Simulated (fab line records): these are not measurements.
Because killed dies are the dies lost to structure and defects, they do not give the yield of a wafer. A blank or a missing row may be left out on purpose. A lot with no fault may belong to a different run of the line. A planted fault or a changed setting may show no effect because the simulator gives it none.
fab line records	flow n5-finfet
record: lots: 9	wafers: 26	last-day: 18
route steps=1938 shown BEOL_M4@1060 PASSIVATION@1936
lots that met no fault: taken from a fault-free run of the same line
start-h: the number of hours between the record's first day and the start of the first shown wafer of the lot	wait-h: hours since the lot's step before	" repeats the value in the row above	L1.1+2: a row that stands for several wafers	- no value present, or no start provided	* or withheld: withheld	< > ~ a bound
route shown NAME@n: NAME is a module with steps in the file, n the number in the route of the first one	usual: mean/standard deviation taken from wafers without a fault	same: alike in all rows	chamber/n: place in a boat	sites: each site's reading	_std_site: standard deviation of those values	_edge_site: the outer-site mean with the inner-site mean subtracted	radius-mm: for every site, how far away it sits from the centre of the wafer	mask NAME#n: copy n	behind: tool/chamber where the wafer was last shaped	hold: why the lot was held/for how many hours/how that ended	device: which transistor (n, p or np) failed to switch	end of line: tests run on the same wafers once the route is complete	where a step has no rows: the recipe by itself	killed: dies that structure and defects cost at the first sort, which is not the same as the wafer's yield	map: shows each die of a wafer: x if killed, . if not, _ if none is there
set.NAME: setting as actually run; set.NAME@STEP: the setting as run at that earlier step	model.NAME: the simulator's own value behind a step, which no gauge read
steps of the route over a sample of lots; a table a step, a row a wafer
services: the hour from which a tool's chamber was out of use, counted from the record's first day as start-h (under 0 if before that day), plus the number of hours and why
== steps ==
step: N5_BEOL_M4_ETCH_77
recipe: chemistry: N2/H2	target: underlayer	target-depth-a: 65	mask-material: CAR-EUV	time-s: 5.2	ion-energy-ev: 200	pressure-mtorr: 30	source-w: 840	bias-w: 150	n2-flow-sccm: 200	h2-flow-sccm: 200	ends: cleared
usual: bias-w: 150.0/0.44	chamber-pressure-mTorr: 30.00/0.04	drypump-motor-current-A: 5.8/0.59	etch-rf-on-time-s: 5.20/0.13	h2-flow-sccm: 200.0/0.6	oes-product-au: 0.67/0.063	rf-vpp-V: 522.8/2.4	showerhead-plenum-p-Torr: 2.50/0.075	throttle-valve-pct: 17.8/0.37
lot.wafer	tool	chamber	start-h	wait-h	bias-w	chamber-pressure-mTorr	drypump-motor-current-A	etch-rf-on-time-s	h2-flow-sccm	oes-product-au	rf-hours-counter-h	rf-vpp-V	showerhead-plenum-p-Torr	throttle-valve-pct
L157.1	rie-diel-05	0	163.67	0.0	150.3	29.98	6.0	5.22	201.0	0.66	124	520.5	2.46	17.8
L157.5	"	2	"	"	149.6	30.05	6.6	5.14	199.3	0.61	-	523.8	2.53	18.1
L159.2	rie-diel-06	0	171.17	0.0	150.2	29.96	4.9	5.09	199.2	0.61	211	520.8	2.42	18.3
L159.3	"	2	"	"	150.0	29.94	6.3	5.10	199.4	0.78	25	519.7	2.49	17.7
L159.4	"	2	"	"	150.2	30.05	6.2	5.13	199.8	0.78	-	524.1	2.49	17.7
L160.1	rie-diel-02	0	172.87	0.0	150.9	29.95	5.0	5.05	199.6	0.77	45	520.0	2.50	17.8
L160.2	"	1	"	"	150.6	29.99	5.5	5.14	200.1	0.74	34	524.7	2.48	17.3
L160.4	"	2	"	"	149.6	30.07	6.3	5.14	200.1	0.67	89	522.5	2.47	17.9
L161.1	rie-diel-02	2	176.85	0.0	150.0	29.99	6.2	5.19	200.3	0.69	91	524.1	2.47	17.9
L161.4	"	0	"	"	149.5	29.97	5.1	5.02	200.6	0.76	46	521.6	2.50	17.8
L161.6	"	2	"	"	150.1	30.03	6.2	5.11	199.8	0.68	-	520.2	2.47	17.9
L172.1	rie-diel-02	2	257.24	0.0	150.1	29.94	6.2	5.20	199.6	0.64	119	520.1	2.46	17.9
L172.4	"	3	"	"	150.4	30.01	5.9	5.15	200.4	0.58	249	522.8	2.51	18.2
L172.5	"	3	"	"	150.0	30.01	6.0	5.14	199.9	0.58	-	523.9	2.51	18.2
L175.1	rie-diel-02	0	262.30	0.0	150.1	29.92	5.1	5.13	200.3	0.71	78	519.3	2.49	17.9
L175.2	"	2	"	"	150.0	29.98	6.2	5.15	200.4	0.66	122	522.6	2.45	17.9
L175.3	"	1	"	"	150.8	30.08	5.5	5.19	199.3	0.70	67	523.5	2.46	17.3
L177.1	rie-diel-05	0	272.15	0.0	149.9	29.97	6.0	5.15	199.7	0.64	162	521.9	2.45	17.8
L177.5	"	0	"	"	149.9	30.06	6.0	5.22	199.7	0.64	-	521.6	2.45	17.8
L177.6	"	3	"	"	150.0	29.92	4.9	5.44	200.0	0.67	-	522.6	2.45	17.3
L178.2	rie-diel-06	3	284.61	0.0	149.9	29.99	6.5	5.43	200.1	0.60	217	526.3	2.64	18.2
L178.3	"	1	"	"	150.3	29.97	5.9	5.24	200.0	0.76	39	528.7	2.68	17.3
L178.4	"	2	"	"	149.2	30.09	6.2	5.13	199.9	0.73	62	522.2	2.47	17.8
L179.2	rie-diel-06	3	302.22	0.0	149.9	30.01	6.5	5.33	200.6	0.60	225	524.5	2.64	18.2
L179.4	"	3	"	"	150.4	30.01	6.4	5.34	199.2	0.59	-	526.6	2.64	18.3
L179.6	"	2	"	"	149.9	30.05	6.2	5.06	200.1	0.74	-	524.3	2.47	17.8
step: N5_BEOL_M4_STRIP_97
recipe: chemistry: N2/H2	time-s: 10	power-w: 450	temp-c: 40	pressure-mtorr: 20	rf-frequency-hz: 6e+07	bias-power-w: 7	n2-flow-sccm: 200	h2-flow-sccm: 200
usual: bias-power-w: 7.000/0.022	chamber-pressure-mTorr: 19.999/0.019	drypump-motor-current-A: 5.8/0.6	h2-flow-sccm: 199.9/0.6	oes-product-au: 0.79/0.082	rf-vpp-V: 59.0/0.77	showerhead-plenum-p-Torr: 2.49/0.077	throttle-valve-pct: 23.6/0.45
lot.wafer	tool	chamber	start-h	wait-h	bias-power-w	chamber-pressure-mTorr	drypump-motor-current-A	h2-flow-sccm	oes-product-au	rf-hours-counter-h	rf-vpp-V	showerhead-plenum-p-Torr	throttle-valve-pct
L157.1	rie-diel-06	2	-	-	6.991	20.009	6.2	199.7	0.93	22	58.9	2.49	23.5
L157.5	"	0	"	"	6.998	20.000	4.9	199.9	0.71	-	58.5	2.42	24.2
L159.2	rie-diel-02	1	-	-	6.994	19.972	5.5	199.9	0.88	34	59.4	2.47	22.9
L159.3	"	3	"	"	6.990	19.985	6.0	200.2	0.69	219	61.4	2.52	24.1
L159.4	"	2	"	"	7.004	19.975	6.2	200.3	0.79	89	59.2	2.46	23.7
L160.1	rie-diel-06	1	-	-	7.044	19.986	5.9	199.2	1.00	0	59.8	2.69	22.9
L160.2	"	2	"	"	7.006	19.999	6.2	200.6	0.91	29	59.8	2.48	23.6
L160.4	"	0	"	"	6.978	19.994	4.9	200.1	0.70	215	59.5	2.41	24.2
L161.1	rie-diel-06	0	-	-	7.033	19.982	4.9	199.1	0.69	218	57.8	2.41	24.2
L161.4	"	2	"	"	6.992	19.998	6.2	200.5	0.91	32	59.3	2.48	23.5
L161.6	"	1	"	"	6.986	20.004	5.9	200.0	0.97	-	60.7	2.69	22.9
L172.1	rie-diel-02	2	-	-	7.011	20.007	6.3	200.8	0.75	121	59.9	2.45	23.7
L172.4	"	1	"	"	7.007	19.984	5.5	199.8	0.82	-	59.1	2.46	22.9
L172.5	"	2	"	"	6.997	20.004	6.3	200.6	0.75	-	59.0	2.45	23.7
L175.1	rie-diel-02	2	-	-	6.990	19.989	6.2	200.5	0.75	124	59.5	2.45	23.7
L175.2	"	1	"	"	6.993	19.972	5.5	200.5	0.82	69	58.0	2.46	22.9
L175.3	"	2	"	"	6.995	19.995	6.2	200.7	0.75	-	58.4	2.45	23.7
L177.1	rie-diel-02	3	-	-	7.001	20.024	5.9	198.6	0.96	2	59.5	2.50	23.8
L177.5	"	3	"	"	6.985	19.993	6.0	199.2	0.97	-	57.6	2.50	23.8
L177.6	"	0	"	"	6.984	20.022	5.0	200.1	0.84	-	59.0	2.48	23.9
L178.2	rie-diel-05	2	-	-	7.010	19.970	6.6	200.1	0.68	244	58.2	2.51	24.0
L178.3	"	0	"	"	6.993	20.005	6.0	200.2	0.74	168	59.3	2.44	23.6
L178.4	"	3	"	"	6.984	20.000	4.9	198.1	0.79	81	59.3	2.45	23.1
L179.2	rie-diel-05	3	-	-	6.989	19.996	4.9	199.7	0.79	86	59.3	2.45	23.1
L179.4	"	1	"	"	6.996	19.970	6.3	199.3	0.85	78	58.6	2.45	23.2
L179.6	"	3	"	"	7.035	19.977	4.9	199.0	0.79	-	58.7	2.45	23.1
step: N5_BEOL_M4_PRE_CLEAN_45
recipe: gas: H2/He	time-s: 30	temp-c: 250
usual: heater-power-w: 339/27
lot.wafer	tool	chamber	start-h	wait-h	heater-power-w
L157.1	pvd-sputter-01	-	165.82	0.0	340
L157.5	"	-	"	"	312
L159.2	pvd-sputter-02	-	174.49	0.0	406
L159.3	"	-	"	"	362
L159.4	"	-	"	"	336
L160.1	pvd-sputter-03	-	178.91	0.0	330
L160.2	"	-	"	"	323
L160.4	"	-	"	"	333
L161.1	pvd-sputter-03	-	189.93	0.0	319
L161.4	"	-	"	"	333
L161.6	"	-	"	"	327
L172.1	pvd-sputter-03	-	261.58	0.0	324
L172.4	"	-	"	"	317
L172.5	"	-	"	"	333
L175.1	pvd-sputter-02	-	266.82	0.0	341
L175.2	"	-	"	"	412
L175.3	"	-	"	"	326
L177.1	pvd-sputter-02	-	277.07	0.0	409
L177.5	"	-	"	"	343
L177.6	"	-	"	"	409
L178.2	pvd-sputter-01	-	290.86	0.0	326
L178.3	"	-	"	"	331
L178.4	"	-	"	"	314
L179.2	pvd-sputter-02	-	306.90	0.0	334
L179.4	"	-	"	"	318
L179.6	"	-	"	"	344
step: N5_BEOL_M4_ALD_84
recipe: material: TaN	target-thk-a: *	temp-c: 275	ald-precursor-family: PDMAT	ald-co-reactant: NH3	pressure-torr: 3	carrier-flow-sccm: 1500	pulse-time-s: 2	purge-time-s: 3	co-reactant-purge-time-s: 2	co-reactant-pulse-time-s: 3	ald-cycles: 30	precursor-vessel-temp-c: 75	precursor-vessel-pressure-torr: 26.25	precursor-vessel-carrier-sccm: 1000
usual: co-reactant-pulse-time-s: 3/0	heater-power-w: 408/39
same: ald-cycles: 30
lot.wafer	tool	chamber	start-h	wait-h	co-reactant-pulse-time-s	heater-power-w
L157.1	ald-metal-01	0	165.88	0.0	3	399
L157.5	"	0	"	"	3	401
L159.2	ald-metal-03	0	174.55	0.0	3	442
L159.3	"	1	"	"	3	418
L159.4	"	3	"	"	3	405
L160.1	ald-metal-01	2	179.02	0.1	3	513
L160.2	"	0	"	"	3	398
L160.4	"	0	"	"	3	388
L161.1	ald-metal-02	2	190.00	0.0	3	401
L161.4	"	0	"	"	3	399
L161.6	"	3	"	"	3	363
L172.1	ald-metal-01	1	261.64	0.0	2.273	378
L172.4	"	1	"	"	2.273	380
L172.5	"	0	"	"	2.273	392
L175.1	ald-metal-01	2	266.90	0.1	2.273	505
L175.2	"	0	"	"	2.273	405
L175.3	"	1	"	"	2.273	387
L177.1	ald-metal-02	3	277.27	0.2	3	360
L177.5	"	2	"	"	3	410
L177.6	"	3	"	"	3	355
L178.2	ald-metal-02	1	290.92	0.0	3	421
L178.3	"	0	"	"	3	412
L178.4	"	2	"	"	3	407
L179.2	ald-metal-02	2	306.96	0.0	3	410
L179.4	"	1	"	"	3	439
L179.6	"	3	"	"	3	355
step: N5_BEOL_M4_RC_MEAS_101
usual: DIBL_N: 35.9/1.7	DIBL_P: 36.0/2.2	IOFF_N: 0.16/0.031	IOFF_P: 0.21/0.039	ION_N: 678/13	ION_P: 464/8.8	SS_N: 71.5/0.61	SS_P: 73.2/0.68	VT_N: 249/3.3	VT_P: -250/3.8
lot.wafer	tool	chamber	start-h	wait-h	DIBL_N[mV/V]	DIBL_P[mV/V]	IOFF_N[nA/um]	IOFF_P[nA/um]	ION_N[uA/um]	ION_P[uA/um]	SS_N[mV/dec]	SS_P[mV/dec]	VT_N[mV]	VT_P[mV]
L157.1	prober-01	0	169.32	0.0	35.5	35.9	0.16	0.24	683	470	71.8	73.5	248	-246
L157.5	"	0	"	"	33.6	32.9	0.12	0.20	668	464	71.4	73.0	254	-248
L159.2	prober-01	0	178.07	0.2	37.3	35.9	0.17	0.20	686	466	71.5	74.4	247	-252
L159.3	"	0	"	"	33.9	31.8	0.12	0.15	675	462	70.2	72.8	250	-253
L159.4	"	0	"	"	34.0	30.5	0.12	0.14	663	451	71.4	72.5	251	-256
L160.1	prober-02	0	183.90	0.0	38.0	38.1	0.19	0.22	676	460	72.1	74.1	246	-252
L160.2	"	0	"	"	34.0	33.7	0.12	0.17	654	454	71.3	72.5	253	-254
L160.4	"	0	"	"	34.8	35.0	0.14	0.19	677	465	71.5	72.9	252	-251
L161.1	prober-01	0	193.34	0.0	31.6	31.5	0.09	0.13	641	450	70.2	72.0	258	-260
L161.4	"	0	"	"	33.5	34.6	0.11	0.15	664	455	70.5	72.4	256	-257
L161.6	"	0	"	"	37.1	38.8	0.17	0.21	676	457	71.3	73.5	250	-254
L172.1	prober-01	0	264.98	0.0	34.8	33.8	0.13	0.19	678	469	70.6	72.3	251	-251
L172.4	"	0	"	"	36.3	36.5	0.17	0.23	688	479	70.9	73.8	244	-247
L172.5	"	0	"	"	37.8	39.0	0.20	0.27	707	486	72.1	74.2	245	-245
L175.1	prober-01	0	272.00	0.0	33.5	31.6	0.12	0.15	665	452	70.6	72.5	253	-253
L175.2	"	0	"	"	36.7	36.6	0.17	0.22	682	463	71.1	73.5	249	-248
L175.3	"	0	"	"	35.2	34.2	0.14	0.18	675	460	70.9	73.2	249	-250
L177.1	prober-02	0	285.06	0.0	34.2	33.5	0.12	0.15	660	455	70.2	72.6	254	-254
L177.5	"	0	"	"	32.8	31.1	0.10	0.13	657	450	71.3	72.6	257	-257
L177.6	"	0	"	"	36.7	37.7	0.16	0.21	677	460	71.0	73.4	249	-254
L178.2	prober-02	0	294.82	0.2	37.5	37.3	0.19	0.28	692	472	72.1	74.0	246	-244
L178.3	"	0	"	"	34.6	33.9	0.14	0.22	679	477	70.7	72.9	251	-246
L178.4	"	0	"	"	35.9	35.3	0.16	0.23	678	470	71.8	72.9	248	-247
L179.2	prober-02	0	310.91	0.2	32.6	34.7	0.13	0.21	678	471	71.6	72.8	253	-248
L179.4	"	0	"	"	34.8	36.8	0.17	0.23	685	472	72.3	73.4	249	-250
L179.6	"	0	"	"	34.6	36.9	0.16	0.25	674	466	72.4	74.2	251	-248
step: N5_PASSIVATION_PROBE_49
usual: defect-limited-yield: 90.9/1.5	killed_at_M0_to_M3: 36/10	killed_at_M4_up: 13/5.5	killed-at-contacts: 12/5.6	killed-at-front-end: 42/12	killed-at-other: 4/3.2	killed-dies: 108/18	killed-open: 71/13	killed-short: 34/7.8	sort_bin_5_function: 5.4/1	sort_bin_6_memory: 3.4/0.68	sort-n-pass: 1072/18	sort-yield-pct: 90.9/1.5
same: gross-dies: 1180	killed-at-back-side: 0	sort_bin_4_leakage[%]: 0	sort_bin_8_speed[%]: 0
lot.wafer	tool	chamber	start-h	wait-h	defect-limited-yield[%]	killed_at_M0_to_M3	killed_at_M4_up	killed-at-contacts	killed-at-front-end	killed-at-other	killed-dies	killed-open	killed-short	sort_bin_5_function[%]	sort_bin_6_memory[%]	sort-n-pass	sort-yield-pct[%]
L160.1	prober-02	-	283.34	0.0	89.9	35	15	12	49	8	119	80	38	5.6	4.2	1061	89.9
L160.2	prober-02	-	283.39	0.1	90.9	42	21	3	39	2	107	81	23	5.4	3.1	1073	90.9
L160.4	prober-02	-	283.49	0.2	90.2	33	25	11	43	4	116	81	30	5.8	3.5	1064	90.2
L177.1	prober-02	-	398.95	0.0	90.3	37	19	12	47	0	115	73	41	5.9	3.6	1065	90.3
L177.5	prober-02	-	399.15	0.2	89.9	40	8	10	59	2	119	73	46	6.1	3.5	1061	89.9
L177.6	prober-02	-	399.20	0.3	89.6	41	9	20	47	6	123	83	39	6.0	4.1	1057	89.6
killed by level:class
L160.1 MOL_CONTACT_COAG:geometric-particle:open=12 FIN_SAQP:geometric-particle:open=10 STI_FIN_REVEAL:geometric-particle:open=9 BEOL_M0_SAQP:geometric-particle:short=6 BEOL_M2:geometric-particle:open=6 BEOL_M3:geometric-particle:open=6 FIN_SAQP:geometric-particle:short=5 BEOL_M7:geometric-particle:open=5
L160.2 BEOL_M1:geometric-particle:open=16 STI_FIN_REVEAL:geometric-particle:open=15 BEOL_M4:geometric-particle:open=11 FIN_SAQP:geometric-particle:open=8 BEOL_M0_SAQP:geometric-particle:open=7 BEOL_M2:geometric-particle:open=7 FIN_SAQP:geometric-particle:short=4 BEOL_M0_SAQP:geometric-particle:short=4
L160.4 BEOL_M2:geometric-particle:open=13 FIN_SAQP:geometric-particle:open=10 BEOL_M4:geometric-particle:open=10 STI_FIN_REVEAL:geometric-particle:open=8 MOL_CONTACT_COAG:geometric-particle:open=8 BEOL_M0_SAQP:geometric-particle:short=8 FIN_SAQP:geometric-particle:short=5 BEOL_M1:geometric-particle:open=5
L177.1 STI_FIN_REVEAL:geometric-particle:open=14 BEOL_M0_SAQP:geometric-particle:short=13 MOL_CONTACT_COAG:geometric-particle:open=11 BEOL_M4:geometric-particle:open=9 FIN_SAQP:geometric-particle:open=7 BEOL_M0_SAQP:geometric-particle:open=7 FIN_SAQP:geometric-particle:short=6 GATE_CUT:geometric-particle:short=5
L177.5 FIN_SAQP:geometric-particle:short=17 FIN_SAQP:geometric-particle:open=13 BEOL_M0_SAQP:geometric-particle:short=11 BEOL_M0_SAQP:geometric-particle:open=10 MOL_CONTACT_COAG:geometric-particle:open=8 STI_FIN_REVEAL:geometric-particle:open=7 BEOL_M2:geometric-particle:open=7 BEOL_M1:geometric-particle:open=5
L177.6 MOL_CONTACT_COAG:geometric-particle:open=15 BEOL_M0_SAQP:geometric-particle:short=13 BEOL_M0_SAQP:geometric-particle:open=11 STI_FIN_REVEAL:geometric-particle:open=10 BEOL_M2:geometric-particle:open=10 FIN_SAQP:geometric-particle:open=9 FIN_SAQP:geometric-particle:short=6 BEOL_M3:geometric-particle:open=6
== services ==
tool	chamber	start-h	hours	kind
ald-metal-01	-	147.30	0.9	repair
rie-diel-06	1	151.02	-	clean
rie-diel-06	1	151.02	-	consumable-replace:focus-ring
rie-diel-05	1	162.15	36.3	repair
ald-metal-03	0	163.31	4.2	repair
ald-metal-01	2	189.20	28.2	repair
rie-diel-06	2	197.89	1.5	repair
rie-diel-02	1	198.27	1.6	repair
ald-metal-02	-	199.93	1.4	repair
ald-metal-01	-	203.70	0.3	repair
rie-diel-06	0	220.63	6.6	repair
ald-metal-03	-	227.70	28.1	pm
rie-diel-02	-	229.71	0.5	repair
ald-metal-02	-	229.87	1.3	repair
ald-metal-02	1	236.96	4.1	repair
rie-diel-05	0	258.19	9.4	repair
rie-diel-02	3	259.59	-	clean
rie-diel-02	3	259.59	-	consumable-replace:focus-ring
rie-diel-02	3	259.59	11.6	scheduled-down
rie-diel-02	3	259.59	11.6	vent-cycle
rie-diel-02	0	264.49	9.9	repair
ald-metal-03	0	269.45	8.5	repair
pvd-sputter-02	-	279.52	3.8	repair
ald-metal-03	3	297.82	3.1	repair
== key ==
first-sign: step: N5_BEOL_M4_ALD_84	reading: co-reactant-pulse-time-s	direction: down	sigmas: 99+	usual: *	struck: *
effect none on later readings
met-at N5_BEOL_M4_ALD_84
struck-lots L172,L175
baseline-loss: step: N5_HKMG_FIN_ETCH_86	wafers: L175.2
not-acting-at N5_BEOL_M4_ETCH_77,N5_BEOL_M4_STRIP_97,N5_BEOL_M4_PRE_CLEAN_45
onset-between 179.02 261.64
fault: kind: process-parameter-drift	tool: ald-metal-01	chamber: -	onset-h: 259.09	steps: N5_BEOL_M4_ALD_84	channel: co-reactant-pulse-time-s	offset: *	shape: step	end-h: 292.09	acts-in: *	stated: *
baseline-loss: these wafers lose ten dies or more at that step, a loss of the line's own and not of a fault; the sort's usual values leave them out
